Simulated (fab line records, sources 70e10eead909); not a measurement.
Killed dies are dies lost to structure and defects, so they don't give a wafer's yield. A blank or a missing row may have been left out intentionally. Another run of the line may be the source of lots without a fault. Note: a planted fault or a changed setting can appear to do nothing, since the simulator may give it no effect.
Matching of chambers	flow nand_harc	NHARC_A_BONDPAD_DEP_00 on pecvd-02 has 3 sister chambers
The step deposits SiCN, target thk 250 nm. 3 wafers are shown with their chamber, then 7 later ones without.

== WAFERS WITH THEIR CHAMBER ==
wafer	chamber	showerhead_vpp_V (V)
L296.6	0	1263
L303.1	1	1318
L303.2	2	1247

== WAFERS MISSING THEIR CHAMBER ==
wafer	showerhead_vpp_V (V)
L303.5	1326
L304.1	1266
L304.3	1213
L304.6	1256
L305.1	1276
L305.2	1255
L305.6	1242

== WHICH CHAMBER EACH ONE RAN IN ==
wafer	from the rows above	in truth
L303.5	1	1
L304.1	can't be placed: 0 or 2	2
L304.3	can't be placed: 2 or 0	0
L304.6	can't be placed: 0 or 2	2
L305.1	can't be placed: 0 or 2 or 1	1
L305.2	can't be placed: 0 or 2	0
L305.6	can't be placed: 2 or 0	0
1 of 7 placed correctly. Can't be placed from these rows: 6 (the true chamber is among the candidates in 6). Placed wrongly: 0.
How it was worked out, from the rows above alone: a wafer's distance from a chamber is the root of the sum, over the readings, of the square of ((its reading less the chamber's mean) divided by the reading's scatter). The wafer belongs to the nearest chamber; if the next one is less than 2 further off, it can't be placed. For every chamber, the mean is computed from those of its wafers that are shown. The scatter (one wafer shown for each chamber): square how far every hidden wafer sits from the nearest shown wafer, average those squares and take the square root.
